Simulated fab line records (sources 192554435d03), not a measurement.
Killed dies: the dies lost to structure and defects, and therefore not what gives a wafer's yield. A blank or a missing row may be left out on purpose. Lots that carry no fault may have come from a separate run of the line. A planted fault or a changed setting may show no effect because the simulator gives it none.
What tool caused it? / flow n5Finfet / 24 lots with 72 wafers sampled at 5 steps, on a route of 1938 steps

## WHAT EACH GAUGE READ, for each wafer
N5_BEOL_M10_INSPECT_58: inspects for defects (darkfield).
lot=L074; measured=day 9 18:37; on=defectInspect-02; rawDefectCount=66 100 111
lot=L076; measured=day 10 04:47; on=defectInspect-02; rawDefectCount=79 65 53
lot=L075; measured=day 10 10:26; on=defectInspect-02; rawDefectCount=59 82 87
lot=L077; measured=day 10 17:07; on=defectInspect-01; rawDefectCount=40 81 81
lot=L078; measured=day 11 01:41; on=defectInspect-02; rawDefectCount=86 62 56
lot=L079; measured=day 11 09:26; on=defectInspect-02; rawDefectCount=41 52 36
lot=L081; measured=day 11 14:52; on=defectInspect-02; rawDefectCount=62 55 56
lot=L080; measured=day 11 23:35; on=defectInspect-02; rawDefectCount=104 87 61
lot=L082; measured=day 12 04:27; on=defectInspect-01; rawDefectCount=113 76 34
lot=L083; measured=day 12 11:52; on=defectInspect-02; rawDefectCount=50 117 50
lot=L084; measured=day 12 15:49; on=defectInspect-02; rawDefectCount=77 74 42
lot=L086; measured=day 13 01:48; on=defectInspect-02; rawDefectCount=111 50 53
lot=L088; measured=day 13 09:55; on=defectInspect-02; rawDefectCount=64 93 64
lot=L085; measured=day 13 09:44; on=defectInspect-02; rawDefectCount=106 89 68
lot=L087; measured=day 13 11:27; on=defectInspect-01; rawDefectCount=50 34 54
lot=L089; measured=day 13 18:34; on=defectInspect-02; rawDefectCount=72 75 80
lot=L091; measured=day 14 13:42; on=defectInspect-01; rawDefectCount=42 43 71
lot=L093; measured=day 14 23:25; on=defectInspect-02; rawDefectCount=95 94 72
lot=L090; measured=day 14 23:48; on=defectInspect-01; rawDefectCount=49 77 82
lot=L092; measured=day 15 05:47; on=defectInspect-01; rawDefectCount=80 78 63
lot=L094; measured=day 15 19:57; on=defectInspect-02; rawDefectCount=34 50 59
lot=L096; measured=day 15 23:07; on=defectInspect-02; rawDefectCount=73 63 77
lot=L095; measured=day 15 23:41; on=defectInspect-01; rawDefectCount=62 95 65
lot=L097; measured=day 16 09:01; on=defectInspect-01; rawDefectCount=76 69 52

## WHICH TOOL RAN EACH LOT (tool, then ch and the chambers of the sampled wafers, then the start)
lot=L074; N5_BEOL_M9_ETCH_41=rieDiel-01 ch 0,1,2, day 9 08:54 or earlier; N5_BEOL_M9_STRIP_80=rieDiel-01 ch 0,1,2, day 9 08:54 or earlier; N5_BEOL_M9_SURFACE_TREAT_79=pvdSputter-02, day 9 08:54; N5_BEOL_M9_SPUTTER_48=pvdSputter-02, day 9 09:23
lot=L076; N5_BEOL_M9_ETCH_41=rieDiel-01 ch 0,1, day 9 19:52 or earlier; N5_BEOL_M9_STRIP_80=rieDiel-01 ch 0,1, day 9 19:52 or earlier; N5_BEOL_M9_SURFACE_TREAT_79=pvdSputter-01, day 9 19:52; N5_BEOL_M9_SPUTTER_48=pvdSputter-01, day 9 20:10
lot=L075; N5_BEOL_M9_ETCH_41=rieDiel-01 ch 0,1,2, day 9 23:59 or earlier; N5_BEOL_M9_STRIP_80=rieDiel-01 ch 0,1,2, day 9 23:59 or earlier; N5_BEOL_M9_SURFACE_TREAT_79=pvdSputter-02, day 9 23:59; N5_BEOL_M9_SPUTTER_48=pvdSputter-03, day 10 00:13
lot=L077; N5_BEOL_M9_ETCH_41=rieDiel-03 ch 0,1,2, day 10 08:23 or earlier; N5_BEOL_M9_STRIP_80=rieDiel-03 ch 0,1,2, day 10 08:23 or earlier; N5_BEOL_M9_SURFACE_TREAT_79=pvdSputter-02, day 10 08:23; N5_BEOL_M9_SPUTTER_48=pvdSputter-03, day 10 08:41
lot=L078; N5_BEOL_M9_ETCH_41=rieDiel-03 ch 0,1,3, day 10 16:22 or earlier; N5_BEOL_M9_STRIP_80=rieDiel-03 ch 0,1,3, day 10 16:22 or earlier; N5_BEOL_M9_SURFACE_TREAT_79=pvdSputter-01, day 10 16:22; N5_BEOL_M9_SPUTTER_48=pvdSputter-02, day 10 16:37
lot=L079; N5_BEOL_M9_ETCH_41=rieDiel-06 ch 0,2,3, day 10 23:12 or earlier; N5_BEOL_M9_STRIP_80=rieDiel-06 ch 0,2,3, day 10 23:12 or earlier; N5_BEOL_M9_SURFACE_TREAT_79=pvdSputter-02, day 10 23:12; N5_BEOL_M9_SPUTTER_48=pvdSputter-02, day 10 23:24
lot=L081; N5_BEOL_M9_ETCH_41=rieDiel-01 ch 0,2, day 11 00:58 or earlier; N5_BEOL_M9_STRIP_80=rieDiel-01 ch 0,2, day 11 00:58 or earlier; N5_BEOL_M9_SURFACE_TREAT_79=pvdSputter-03, day 11 00:58; N5_BEOL_M9_SPUTTER_48=pvdSputter-03, day 11 01:10
lot=L080; N5_BEOL_M9_ETCH_41=rieDiel-03 ch 0,1,3, day 11 10:57 or earlier; N5_BEOL_M9_STRIP_80=rieDiel-03 ch 0,1,3, day 11 10:57 or earlier; N5_BEOL_M9_SURFACE_TREAT_79=pvdSputter-02, day 11 10:57; N5_BEOL_M9_SPUTTER_48=pvdSputter-02, day 11 11:47
lot=L082; N5_BEOL_M9_ETCH_41=rieDiel-03 ch 0,1,3, day 11 19:49 or earlier; N5_BEOL_M9_STRIP_80=rieDiel-03 ch 0,1,3, day 11 19:49 or earlier; N5_BEOL_M9_SURFACE_TREAT_79=pvdSputter-03, day 11 19:49; N5_BEOL_M9_SPUTTER_48=pvdSputter-03, day 11 20:20
lot=L083; N5_BEOL_M9_ETCH_41=rieDiel-06 ch 1,2,3, day 12 03:01 or earlier; N5_BEOL_M9_STRIP_80=rieDiel-06 ch 1,2,3, day 12 03:01 or earlier; N5_BEOL_M9_SURFACE_TREAT_79=pvdSputter-02, day 12 03:01; N5_BEOL_M9_SPUTTER_48=pvdSputter-03, day 12 03:13
lot=L084; N5_BEOL_M9_ETCH_41=rieDiel-03 ch 0,2, day 12 06:16 or earlier; N5_BEOL_M9_STRIP_80=rieDiel-03 ch 0,2, day 12 06:16 or earlier; N5_BEOL_M9_SURFACE_TREAT_79=pvdSputter-03, day 12 06:16; N5_BEOL_M9_SPUTTER_48=pvdSputter-03, day 12 06:44
lot=L086; N5_BEOL_M9_ETCH_41=rieDiel-01 ch 1,3, day 12 15:25 or earlier; N5_BEOL_M9_STRIP_80=rieDiel-01 ch 1,3, day 12 15:25 or earlier; N5_BEOL_M9_SURFACE_TREAT_79=pvdSputter-03, day 12 15:25; N5_BEOL_M9_SPUTTER_48=pvdSputter-03, day 12 15:50
lot=L088; N5_BEOL_M9_ETCH_41=rieDiel-01 ch 1,2,3, day 12 22:28 or earlier; N5_BEOL_M9_STRIP_80=rieDiel-01 ch 1,2,3, day 12 22:28 or earlier; N5_BEOL_M9_SURFACE_TREAT_79=pvdSputter-03, day 12 22:28; N5_BEOL_M9_SPUTTER_48=pvdSputter-03, day 12 22:42
lot=L085; N5_BEOL_M9_ETCH_41=rieDiel-01 ch 1,2,3, day 12 23:05 or earlier; N5_BEOL_M9_STRIP_80=rieDiel-01 ch 1,2,3, day 12 23:05 or earlier; N5_BEOL_M9_SURFACE_TREAT_79=pvdSputter-01, day 12 23:05; N5_BEOL_M9_SPUTTER_48=pvdSputter-02, day 12 23:24
lot=L087; N5_BEOL_M9_ETCH_41=rieDiel-03 ch 0,1,2, day 13 01:41 or earlier; N5_BEOL_M9_STRIP_80=rieDiel-03 ch 0,1,2, day 13 01:41 or earlier; N5_BEOL_M9_SURFACE_TREAT_79=pvdSputter-03, day 13 01:41; N5_BEOL_M9_SPUTTER_48=pvdSputter-03, day 13 01:59
lot=L089; N5_BEOL_M9_ETCH_41=rieDiel-06 ch 0,1,2, day 13 08:50 or earlier; N5_BEOL_M9_STRIP_80=rieDiel-06 ch 0,1,2, day 13 08:50 or earlier; N5_BEOL_M9_SURFACE_TREAT_79=pvdSputter-01, day 13 08:50; N5_BEOL_M9_SPUTTER_48=pvdSputter-03, day 13 09:05
lot=L091; N5_BEOL_M9_ETCH_41=rieDiel-03 ch 1,2,3, day 14 02:07 or earlier; N5_BEOL_M9_STRIP_80=rieDiel-03 ch 1,2,3, day 14 02:07 or earlier; N5_BEOL_M9_SURFACE_TREAT_79=pvdSputter-01, day 14 02:07; N5_BEOL_M9_SPUTTER_48=pvdSputter-02, day 14 02:28
lot=L093; N5_BEOL_M9_ETCH_41=rieDiel-01 ch 1,3, day 14 14:37 or earlier; N5_BEOL_M9_STRIP_80=rieDiel-01 ch 1,3, day 14 14:37 or earlier; N5_BEOL_M9_SURFACE_TREAT_79=pvdSputter-03, day 14 14:37; N5_BEOL_M9_SPUTTER_48=pvdSputter-02, day 14 14:47
lot=L090; N5_BEOL_M9_ETCH_41=rieDiel-06 ch 0,1,2, day 14 15:00 or earlier; N5_BEOL_M9_STRIP_80=rieDiel-06 ch 0,1,2, day 14 15:00 or earlier; N5_BEOL_M9_SURFACE_TREAT_79=pvdSputter-01, day 14 15:00; N5_BEOL_M9_SPUTTER_48=pvdSputter-01, day 14 15:12
lot=L092; N5_BEOL_M9_ETCH_41=rieDiel-01 ch 0,2, day 14 21:57 or earlier; N5_BEOL_M9_STRIP_80=rieDiel-01 ch 0,2, day 14 21:57 or earlier; N5_BEOL_M9_SURFACE_TREAT_79=pvdSputter-01, day 14 21:57; N5_BEOL_M9_SPUTTER_48=pvdSputter-03, day 14 22:10
lot=L094; N5_BEOL_M9_ETCH_41=rieDiel-01 ch 0,2,3, day 15 12:01 or earlier; N5_BEOL_M9_STRIP_80=rieDiel-01 ch 0,2,3, day 15 12:01 or earlier; N5_BEOL_M9_SURFACE_TREAT_79=pvdSputter-02, day 15 12:01; N5_BEOL_M9_SPUTTER_48=pvdSputter-02, day 15 12:15
lot=L096; N5_BEOL_M9_ETCH_41=rieDiel-06 ch 2,3, day 15 13:10 or earlier; N5_BEOL_M9_STRIP_80=rieDiel-06 ch 2,3, day 15 13:10 or earlier; N5_BEOL_M9_SURFACE_TREAT_79=pvdSputter-02, day 15 13:10; N5_BEOL_M9_SPUTTER_48=pvdSputter-01, day 15 13:29
lot=L095; N5_BEOL_M9_ETCH_41=rieDiel-06 ch 0,1,2, day 15 14:04 or earlier; N5_BEOL_M9_STRIP_80=rieDiel-06 ch 0,1,2, day 15 14:04 or earlier; N5_BEOL_M9_SURFACE_TREAT_79=pvdSputter-01, day 15 14:04; N5_BEOL_M9_SPUTTER_48=pvdSputter-01, day 15 14:17
lot=L097; N5_BEOL_M9_ETCH_41=rieDiel-06 ch 0,3, day 15 22:22 or earlier; N5_BEOL_M9_STRIP_80=rieDiel-06 ch 0,3, day 15 22:22 or earlier; N5_BEOL_M9_SURFACE_TREAT_79=pvdSputter-02, day 15 22:22; N5_BEOL_M9_SPUTTER_48=pvdSputter-02, day 15 22:32
- N5_BEOL_M9_ETCH_41: etches SiCN in CH3F/O2, target depth 36.6 nm, time 70.1 s.
- N5_BEOL_M9_STRIP_80: strips in N2/H2, time 10 s.
- N5_BEOL_M9_SURFACE_TREAT_79
- N5_BEOL_M9_SPUTTER_48: material Cu, target thk 12 nm, time 2 s.

## AS READ BY THE TOOLS THEMSELVES (means over the sampled wafers that have a number; for cases with no such wafer, the mark the record gives instead)
N5_BEOL_M9_ETCH_41.
lot=L074; tool=rieDiel-01; drypumpMotorCurrentA (A)=5.5; oesProductAu (a.u.)=0.80; rfVppV (V)=298.1; showerheadPlenumPTorr (Torr)=2.04; throttleValvePct (%)=16.48
lot=L076; tool=rieDiel-01; drypumpMotorCurrentA (A)=5.5; oesProductAu (a.u.)=0.77; rfVppV (V)=297.4; showerheadPlenumPTorr (Torr)=2.01; throttleValvePct (%)=16.55
lot=L075; tool=rieDiel-01; drypumpMotorCurrentA (A)=5.5; oesProductAu (a.u.)=0.78; rfVppV (V)=298.6; showerheadPlenumPTorr (Torr)=2.04; throttleValvePct (%)=16.50
lot=L077; tool=rieDiel-03; drypumpMotorCurrentA (A)=6.2; oesProductAu (a.u.)=0.70; rfVppV (V)=297.3; showerheadPlenumPTorr (Torr)=2.01; throttleValvePct (%)=16.63
lot=L078; tool=rieDiel-03; drypumpMotorCurrentA (A)=6.1; oesProductAu (a.u.)=0.73; rfVppV (V)=296.7; showerheadPlenumPTorr (Torr)=1.98; throttleValvePct (%)=16.51
lot=L079; tool=rieDiel-06; drypumpMotorCurrentA (A)=6.0; oesProductAu (a.u.)=0.83; rfVppV (V)=294.8; showerheadPlenumPTorr (Torr)=1.91; throttleValvePct (%)=16.25
lot=L081; tool=rieDiel-01; drypumpMotorCurrentA (A)=5.4; oesProductAu (a.u.)=0.69; rfVppV (V)=297.9; showerheadPlenumPTorr (Torr)=2.04; throttleValvePct (%)=16.56
lot=L080; tool=rieDiel-03; drypumpMotorCurrentA (A)=6.2; oesProductAu (a.u.)=0.72; rfVppV (V)=296.8; showerheadPlenumPTorr (Torr)=1.97; throttleValvePct (%)=16.52
lot=L082; tool=rieDiel-03; drypumpMotorCurrentA (A)=6.1; oesProductAu (a.u.)=0.72; rfVppV (V)=296.8; showerheadPlenumPTorr (Torr)=1.97; throttleValvePct (%)=16.53
lot=L083; tool=rieDiel-06; drypumpMotorCurrentA (A)=6.0; oesProductAu (a.u.)=0.85; rfVppV (V)=297.2; showerheadPlenumPTorr (Torr)=1.98; throttleValvePct (%)=16.30
lot=L084; tool=rieDiel-03; drypumpMotorCurrentA (A)=6.0; oesProductAu (a.u.)=0.69; rfVppV (V)=297.8; showerheadPlenumPTorr (Torr)=2.06; throttleValvePct (%)=16.60
lot=L086; tool=rieDiel-01; drypumpMotorCurrentA (A)=5.5; oesProductAu (a.u.)=0.85; rfVppV (V)=298.5; showerheadPlenumPTorr (Torr)=2.03; throttleValvePct (%)=16.46
lot=L088; tool=rieDiel-01; drypumpMotorCurrentA (A)=5.4; oesProductAu (a.u.)=0.78; rfVppV (V)=298.9; showerheadPlenumPTorr (Torr)=2.03; throttleValvePct (%)=16.53
lot=L085; tool=rieDiel-01; drypumpMotorCurrentA (A)=5.4; oesProductAu (a.u.)=0.78; rfVppV (V)=297.9; showerheadPlenumPTorr (Torr)=2.04; throttleValvePct (%)=16.52
lot=L087; tool=rieDiel-03; drypumpMotorCurrentA (A)=6.2; oesProductAu (a.u.)=0.68; rfVppV (V)=297.3; showerheadPlenumPTorr (Torr)=2.01; throttleValvePct (%)=16.67
lot=L089; tool=rieDiel-06; drypumpMotorCurrentA (A)=6.2; oesProductAu (a.u.)=0.83; rfVppV (V)=297.1; showerheadPlenumPTorr (Torr)=2.00; throttleValvePct (%)=16.32
lot=L091; tool=rieDiel-03; drypumpMotorCurrentA (A)=6.3; oesProductAu (a.u.)=0.69; rfVppV (V)=296.9; showerheadPlenumPTorr (Torr)=1.96; throttleValvePct (%)=16.50
lot=L093; tool=rieDiel-01; drypumpMotorCurrentA (A)=5.5; oesProductAu (a.u.)=0.82; rfVppV (V)=297.0; showerheadPlenumPTorr (Torr)=2.02; throttleValvePct (%)=16.48
lot=L090; tool=rieDiel-06; drypumpMotorCurrentA (A)=6.2; oesProductAu (a.u.)=0.82; rfVppV (V)=297.4; showerheadPlenumPTorr (Torr)=1.99; throttleValvePct (%)=16.33
lot=L092; tool=rieDiel-01; drypumpMotorCurrentA (A)=5.5; oesProductAu (a.u.)=0.85; rfVppV (V)=297.2; showerheadPlenumPTorr (Torr)=2.01; throttleValvePct (%)=16.35
lot=L094; tool=rieDiel-01; drypumpMotorCurrentA (A)=5.4; oesProductAu (a.u.)=0.78; rfVppV (V)=297.6; showerheadPlenumPTorr (Torr)=2.01; throttleValvePct (%)=16.52
lot=L096; tool=rieDiel-06; drypumpMotorCurrentA (A)=5.8; oesProductAu (a.u.)=0.79; rfVppV (V)=294.7; showerheadPlenumPTorr (Torr)=1.88; throttleValvePct (%)=16.29
lot=L095; tool=rieDiel-06; drypumpMotorCurrentA (A)=6.2; oesProductAu (a.u.)=0.81; rfVppV (V)=296.2; showerheadPlenumPTorr (Torr)=1.99; throttleValvePct (%)=16.37
lot=L097; tool=rieDiel-06; drypumpMotorCurrentA (A)=6.1; oesProductAu (a.u.)=0.73; rfVppV (V)=294.1; showerheadPlenumPTorr (Torr)=1.86; throttleValvePct (%)=16.18

N5_BEOL_M9_STRIP_80.
lot=L074; tool=rieDiel-01; drypumpMotorCurrentA (A)=5.5; oesProductAu (a.u.)=0.80; rfVppV (V)=59.9; showerheadPlenumPTorr (Torr)=2.58; throttleValvePct (%)=23.7
lot=L076; tool=rieDiel-01; drypumpMotorCurrentA (A)=5.5; oesProductAu (a.u.)=0.77; rfVppV (V)=59.8; showerheadPlenumPTorr (Torr)=2.54; throttleValvePct (%)=23.8
lot=L075; tool=rieDiel-01; drypumpMotorCurrentA (A)=5.5; oesProductAu (a.u.)=0.79; rfVppV (V)=58.9; showerheadPlenumPTorr (Torr)=2.57; throttleValvePct (%)=23.7
lot=L077; tool=rieDiel-03; drypumpMotorCurrentA (A)=6.3; oesProductAu (a.u.)=0.70; rfVppV (V)=58.9; showerheadPlenumPTorr (Torr)=2.55; throttleValvePct (%)=23.8
lot=L078; tool=rieDiel-03; drypumpMotorCurrentA (A)=6.1; oesProductAu (a.u.)=0.73; rfVppV (V)=59.2; showerheadPlenumPTorr (Torr)=2.50; throttleValvePct (%)=23.8
lot=L079; tool=rieDiel-06; drypumpMotorCurrentA (A)=6.0; oesProductAu (a.u.)=0.83; rfVppV (V)=57.6; showerheadPlenumPTorr (Torr)=2.41; throttleValvePct (%)=23.5
lot=L081; tool=rieDiel-01; drypumpMotorCurrentA (A)=5.4; oesProductAu (a.u.)=0.70; rfVppV (V)=58.5; showerheadPlenumPTorr (Torr)=2.59; throttleValvePct (%)=23.9
lot=L080; tool=rieDiel-03; drypumpMotorCurrentA (A)=6.2; oesProductAu (a.u.)=0.73; rfVppV (V)=59.1; showerheadPlenumPTorr (Torr)=2.50; throttleValvePct (%)=23.8
lot=L082; tool=rieDiel-03; drypumpMotorCurrentA (A)=6.1; oesProductAu (a.u.)=0.73; rfVppV (V)=58.7; showerheadPlenumPTorr (Torr)=2.50; throttleValvePct (%)=23.8
lot=L083; tool=rieDiel-06; drypumpMotorCurrentA (A)=6.0; oesProductAu (a.u.)=0.85; rfVppV (V)=59.2; showerheadPlenumPTorr (Torr)=2.50; throttleValvePct (%)=23.7
lot=L084; tool=rieDiel-03; drypumpMotorCurrentA (A)=6.1; oesProductAu (a.u.)=0.69; rfVppV (V)=58.7; showerheadPlenumPTorr (Torr)=2.62; throttleValvePct (%)=23.7
lot=L086; tool=rieDiel-01; drypumpMotorCurrentA (A)=5.5; oesProductAu (a.u.)=0.84; rfVppV (V)=59.0; showerheadPlenumPTorr (Torr)=2.57; throttleValvePct (%)=23.8
lot=L088; tool=rieDiel-01; drypumpMotorCurrentA (A)=5.4; oesProductAu (a.u.)=0.78; rfVppV (V)=59.9; showerheadPlenumPTorr (Torr)=2.58; throttleValvePct (%)=23.9
lot=L085; tool=rieDiel-01; drypumpMotorCurrentA (A)=5.4; oesProductAu (a.u.)=0.78; rfVppV (V)=59.1; showerheadPlenumPTorr (Torr)=2.58; throttleValvePct (%)=23.9
lot=L087; tool=rieDiel-03; drypumpMotorCurrentA (A)=6.2; oesProductAu (a.u.)=0.68; rfVppV (V)=59.0; showerheadPlenumPTorr (Torr)=2.54; throttleValvePct (%)=23.9
lot=L089; tool=rieDiel-06; drypumpMotorCurrentA (A)=6.2; oesProductAu (a.u.)=0.84; rfVppV (V)=59.2; showerheadPlenumPTorr (Torr)=2.52; throttleValvePct (%)=23.6
lot=L091; tool=rieDiel-03; drypumpMotorCurrentA (A)=6.3; oesProductAu (a.u.)=0.69; rfVppV (V)=58.6; showerheadPlenumPTorr (Torr)=2.48; throttleValvePct (%)=23.6
lot=L093; tool=rieDiel-01; drypumpMotorCurrentA (A)=5.5; oesProductAu (a.u.)=0.83; rfVppV (V)=59.2; showerheadPlenumPTorr (Torr)=2.56; throttleValvePct (%)=23.9
lot=L090; tool=rieDiel-06; drypumpMotorCurrentA (A)=6.2; oesProductAu (a.u.)=0.83; rfVppV (V)=58.9; showerheadPlenumPTorr (Torr)=2.52; throttleValvePct (%)=23.6
lot=L092; tool=rieDiel-01; drypumpMotorCurrentA (A)=5.5; oesProductAu (a.u.)=0.86; rfVppV (V)=59.1; showerheadPlenumPTorr (Torr)=2.55; throttleValvePct (%)=23.8
lot=L094; tool=rieDiel-01; drypumpMotorCurrentA (A)=5.5; oesProductAu (a.u.)=0.79; rfVppV (V)=58.8; showerheadPlenumPTorr (Torr)=2.56; throttleValvePct (%)=24.1
lot=L096; tool=rieDiel-06; drypumpMotorCurrentA (A)=5.8; oesProductAu (a.u.)=0.79; rfVppV (V)=58.8; showerheadPlenumPTorr (Torr)=2.37; throttleValvePct (%)=23.7
lot=L095; tool=rieDiel-06; drypumpMotorCurrentA (A)=6.2; oesProductAu (a.u.)=0.80; rfVppV (V)=59.3; showerheadPlenumPTorr (Torr)=2.52; throttleValvePct (%)=23.6
lot=L097; tool=rieDiel-06; drypumpMotorCurrentA (A)=6.1; oesProductAu (a.u.)=0.72; rfVppV (V)=58.3; showerheadPlenumPTorr (Torr)=2.36; throttleValvePct (%)=23.5

N5_BEOL_M9_SPUTTER_48.
lot=L074; tool=pvdSputter-02; throttleValvePct (%)=30.0
lot=L076; tool=pvdSputter-01; throttleValvePct (%)=28.9
lot=L075; tool=pvdSputter-03; throttleValvePct (%)=31.3
lot=L077; tool=pvdSputter-03; throttleValvePct (%)=31.4
lot=L078; tool=pvdSputter-02; throttleValvePct (%)=30.1
lot=L079; tool=pvdSputter-02; throttleValvePct (%)=30.1
lot=L081; tool=pvdSputter-03; throttleValvePct (%)=31.4
lot=L080; tool=pvdSputter-02; throttleValvePct (%)=30.0
lot=L082; tool=pvdSputter-03; throttleValvePct (%)=31.4
lot=L083; tool=pvdSputter-03; throttleValvePct (%)=31.4
lot=L084; tool=pvdSputter-03; throttleValvePct (%)=31.4
lot=L086; tool=pvdSputter-03; throttleValvePct (%)=31.4
lot=L088; tool=pvdSputter-03; throttleValvePct (%)=31.4
lot=L085; tool=pvdSputter-02; throttleValvePct (%)=30.0
lot=L087; tool=pvdSputter-03; throttleValvePct (%)=31.4
lot=L089; tool=pvdSputter-03; throttleValvePct (%)=31.3
lot=L091; tool=pvdSputter-02; throttleValvePct (%)=30.8
lot=L093; tool=pvdSputter-02; throttleValvePct (%)=30.4
lot=L090; tool=pvdSputter-01; throttleValvePct (%)=28.3
lot=L092; tool=pvdSputter-03; throttleValvePct (%)=31.3
lot=L094; tool=pvdSputter-02; throttleValvePct (%)=30.0
lot=L096; tool=pvdSputter-01; throttleValvePct (%)=29.6
lot=L095; tool=pvdSputter-01; throttleValvePct (%)=28.4
lot=L097; tool=pvdSputter-02; throttleValvePct (%)=30.1

## THE ANSWER, worked out from the rows above alone
Rule: the usual values come from the lots themselves. Put in order of their means at a reading, lots are off if they are a third of the lots or fewer, leave a main group of 4 or more, and stand apart from it by a gap of 3 or more times the standard deviation of the main group's means; of several such gaps the widest counts. A main group is skipped when, at the precision printed for the reading in the tables above, its means are all equal. A lot without any number at a reading at which 4 lots or more have one is off too. All remaining lots with rows at the step are treated as sound. After the gauges, taken in route order, come the tools' own readings; for these a lot's mean is taken, as printed above. The first step at which some lot is off is used, and at that step the reading that is off furthest; a lot without a number counts as furthest.
Nothing can be told from this: no lot is off at any reading shown.

## WHAT THE SIMULATOR PUT IN
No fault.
